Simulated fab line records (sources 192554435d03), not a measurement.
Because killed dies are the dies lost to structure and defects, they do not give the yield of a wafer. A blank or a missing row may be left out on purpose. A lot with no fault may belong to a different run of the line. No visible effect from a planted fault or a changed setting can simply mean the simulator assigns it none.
Which of the tools did it? ; flow n5Finfet ; Sampling: 10 lots, 30 wafers, 6 of 1938 route steps

== WHAT THE GAUGES SHOWED, per wafer ==
N5_BEOL_M3_INSPECT_59: inspects for defects (darkfield). Usual: rawDefectCount 76, standard deviation 25.
lot;measured;on;rawDefectCount;flag
L195;day 8 00:34;defectInspect-01;99 88 63;
L197;day 8 07:10;defectInspect-01;55 57 83;
L199;day 8 09:08;defectInspect-02;81 45 71;
L200;day 8 21:18;defectInspect-01;90 85 83;
L203;day 10 07:11;defectInspect-02;68 86 53;
L211;day 11 05:23;defectInspect-01;84 93 112;
L208;day 11 12:59;defectInspect-02;94 35 61;
L209;day 11 19:44;defectInspect-01;42 79 56;
L215;day 14 01:14;defectInspect-01;72 39 61;
L217;day 14 09:34;defectInspect-02;54 43 89;

N5_BEOL_M4_THK_MEAS_01. Usual: M4_ILD_THK typically reads 78.4 nm, with standard deviation 1.2.
lot;measured;on;M4_ILD_THK (nm);flag
L195;day 8 00:40;filmMetro-02;76.3 76.9 78.3;
L197;day 8 07:17;filmMetro-02;78.4 79.8 80.0;
L199;day 8 09:14;filmMetro-01;77.4 78.8 79.4;
L200;day 8 21:24;filmMetro-01;78.7 77.5 79.8;
L203;day 10 07:17;filmMetro-01;78.2 77.3 80.1;
L211;day 11 05:29;filmMetro-02;79.8 79.1 80.5;
L208;day 11 13:05;filmMetro-01;86.5 76.9 77.6;
L209;day 11 19:50;filmMetro-01;77.9 77.3 88.9;
L215;day 14 01:21;filmMetro-02;78.6 78.1 79.2;
L217;day 14 09:40;filmMetro-01;76.8 78.5 79.5;

N5_BEOL_M4_RC_MEAS_101. Usual: DIBL_N 36.8 mV/V, standard deviation 1.9; DIBL_P 36.5 mV/V, standard deviation 2.1; IOFF_N 0.17 nA/um, standard deviation 0.038; IOFF_P 0.22 nA/um, standard deviation 0.039; ION_N 675 uA/um, standard deviation 12; ION_P 463 uA/um, standard deviation 7.4; SS_N 71.6 mV/dec, standard deviation 0.71; SS_P 73.4 mV/dec, standard deviation 0.72; VT_N 249 mV, standard deviation 3.3; VT_P -250 mV, standard deviation 3.3.
lot;measured;on;DIBL_N (mV/V);DIBL_P (mV/V);IOFF_N (nA/um);IOFF_P (nA/um);ION_N (uA/um);ION_P (uA/um);SS_N (mV/dec);SS_P (mV/dec);VT_N (mV);VT_P (mV);flag
L195;day 8 08:25;prober-01;34.7 39.9 35.7;34.3 40.0 34.5;0.12 0.21 0.12;0.16 0.24 0.16;657 680 656;453 459 450;71.0 72.7 70.9;72.6 74.3 72.9;251 249 252;-256 -252 -256;
L197;day 9 03:04;prober-02;37.8 36.4 37.7;37.4 36.3 38.7;0.19 0.17 0.19;0.25 0.23 0.27;672 678 684;461 465 472;71.9 71.3 71.3;73.3 73.2 73.7;248 248 242;-249 -247 -244;
L199;day 9 05:13;prober-01;34.9 35.7 32.1;33.1 34.4 30.7;0.12 0.13 0.10;0.15 0.16 0.13;653 665 645;449 455 447;71.0 71.1 70.5;72.1 72.6 72.0;254 255 255;-257 -255 -255;
L200;day 9 11:34;prober-02;40.9 39.9 36.8;40.5 40.0 35.5;0.23 0.24 0.16;0.29 0.31 0.21;690 705 678;470 486 468;72.9 72.0 70.9;75.1 74.4 73.7;247 241 249;-247 -244 -250;
L203;day 10 19:06;prober-02;39.0 38.3 37.9;39.6 36.4 38.0;0.23 0.20 0.19;0.31 0.22 0.25;690 682 688;478 459 473;72.3 71.7 71.8;73.2 72.7 73.6;242 248 246;-245 -250 -247;
L211;day 12 03:20;prober-02;35.6 34.5 35.5;35.2 34.4 35.4;0.14 0.13 0.14;0.21 0.20 0.22;671 668 678;466 464 467;71.0 70.7 71.7;73.7 72.6 73.4;252 255 253;-250 -246 -247;
L208;day 12 18:36;prober-01;35.1 36.4 36.0;33.2 34.4 34.9;0.13 0.14 0.13;0.17 0.18 0.19;676 662 670;463 455 463;70.5 71.1 70.7;72.2 73.1 72.9;252 252 253;-254 -251 -251;
L209;day 12 23:21;prober-01;39.0 34.7 41.0;37.3 34.8 40.3;0.23 0.14 0.31;0.27 0.23 0.33;668 682 682;461 480 470;73.2 70.9 72.9;73.8 73.4 75.1;247 251 242;-244 -248 -243;
L215;day 14 18:22;prober-02;34.5 35.6 36.0;33.5 34.9 35.2;0.12 0.13 0.15;0.15 0.17 0.17;681 677 676;463 462 456;70.7 71.7 72.1;72.4 73.2 73.9;252 254 250;-252 -253 -254;
L217;day 15 01:47;prober-02;38.5 41.7 36.9;38.1 40.6 34.9;0.20 0.28 0.16;0.25 0.31 0.20;698 685 680;472 470 465;72.2 72.6 71.7;73.8 74.5 73.5;244 242 250;-247 -245 -251;

== WHAT TOOL EACH LOT RAN ON (gives the tool, then ch and the chambers of the sampled wafers, and finally the start) ==
lot;N5_BEOL_M3_ANNEAL_89;N5_BEOL_M3_PRE_CLEAN_60;N5_BEOL_M4_ILD_DEP_00
L195;pvdSputter-02, day 7 22:35;cvdCo-02 ch 0,1,2, day 8 00:19;pecvd-03 ch 1,2, day 8 00:37
L197;pvdSputter-01, day 8 05:18;cvdCo-02 ch 0,1,2, day 8 06:55;pecvd-02 ch 0,2, day 8 07:13
L199;pvdSputter-01, day 8 07:16;cvdCo-01 ch 0,1,2, day 8 08:53;pecvd-02 ch 0,1,2, day 8 09:10
L200;pvdSputter-01, day 8 19:25;cvdCo-01 ch 0,1, day 8 21:03;pecvd-04 ch 0,1,2, day 8 21:20
L203;pvdSputter-01, day 10 05:14;cvdCo-02 ch 0,2, day 10 06:55;pecvd-03 ch 1,2, day 10 07:13
L211;pvdSputter-02, day 11 03:25;cvdCo-02 ch 0,1,2, day 11 05:08;pecvd-02 ch 0,1, day 11 05:25
L208;pvdSputter-02, day 11 11:05;cvdCo-01 ch 0,2, day 11 12:43;pecvd-03 ch 0,1,2, day 11 13:02
L209;pvdSputter-01, day 11 17:49;cvdCo-01 ch 0,1, day 11 19:29;pecvd-03 ch 0,1,2, day 11 19:47
L215;pvdSputter-01, day 13 23:22;cvdCo-01 ch 1,2, day 14 00:59;pecvd-04 ch 1,2, day 14 01:16
L217;pvdSputter-03, day 14 07:24;cvdCo-02 ch 0,2, day 14 09:19;pecvd-02 ch 0,1, day 14 09:36
- N5_BEOL_M3_ANNEAL_89: time 240 s.
- N5_BEOL_M3_PRE_CLEAN_60: time 15 s.
- N5_BEOL_M4_ILD_DEP_00: deposits SiOC from DEMS/O2, target thk 79 nm, time 15.3 s.

== AS READ BY THE TOOLS THEMSELVES (means over the sampled wafers that have a number; for cases with no such wafer, the mark the record gives instead) ==
N5_BEOL_M3_ANNEAL_89. Usual: heaterPowerW 846 W, standard deviation 57.
lot;tool;heaterPowerW (W);flag
L195;pvdSputter-02;815;
L197;pvdSputter-01;820;
L199;pvdSputter-01;807;
L200;pvdSputter-01;830;
L203;pvdSputter-01;842;
L211;pvdSputter-02;891;
L208;pvdSputter-02;810;
L209;pvdSputter-01;822;
L215;pvdSputter-01;852;
L217;pvdSputter-03;828;

N5_BEOL_M3_PRE_CLEAN_60. Usual: heaterPowerW 91 W, standard deviation 23.
lot;tool;heaterPowerW (W);flag
L195;cvdCo-02;99;
L197;cvdCo-02;98;
L199;cvdCo-01;80;
L200;cvdCo-01;93;
L203;cvdCo-02;87;
L211;cvdCo-02;103;
L208;cvdCo-01;63;
L209;cvdCo-01;92;
L215;cvdCo-01;84;
L217;cvdCo-02;94;

N5_BEOL_M4_ILD_DEP_00. Usual: heaterPowerW 478 W, standard deviation 72; showerheadPlenumPTorr 5.687 Torr, standard deviation 0.014; throttleValvePct 12.1 %, standard deviation 0.39.
lot;tool;heaterPowerW (W);showerheadPlenumPTorr (Torr);throttleValvePct (%);flag
L195;pecvd-03;587;5.694;12.4;
L197;pecvd-02;444;5.686;12.0;
L199;pecvd-02;418;5.690;11.9;
L200;pecvd-04;491;5.679;12.1;
L203;pecvd-03;582;5.692;12.3;
L211;pecvd-02;399;5.692;12.3;
L208;pecvd-03;530;5.693;12.2;
L209;pecvd-03;531;5.698;12.1;
L215;pecvd-04;460;5.685;12.4;
L217;pecvd-02;381;5.687;12.1;

== THE ANSWER, worked out from the rows above alone ==
Rule: a lot counts as off when the mean over its wafers that have a number is more than 3 standard deviations away from the usual mean. Also off: a lot with no number at a reading for which 4 or more lots have one. All remaining lots with rows at the step are treated as sound. The gauges are gone through in route order, then the tools' own readings, and for those a lot's mean is taken as printed above. At the first step where some lot is off, the reading lying furthest off is the one used; lots without a number count as furthest.
None of the lots is off at any reading shown; this tells nothing.

== WHAT THE SIMULATOR HAD INSERTED ==
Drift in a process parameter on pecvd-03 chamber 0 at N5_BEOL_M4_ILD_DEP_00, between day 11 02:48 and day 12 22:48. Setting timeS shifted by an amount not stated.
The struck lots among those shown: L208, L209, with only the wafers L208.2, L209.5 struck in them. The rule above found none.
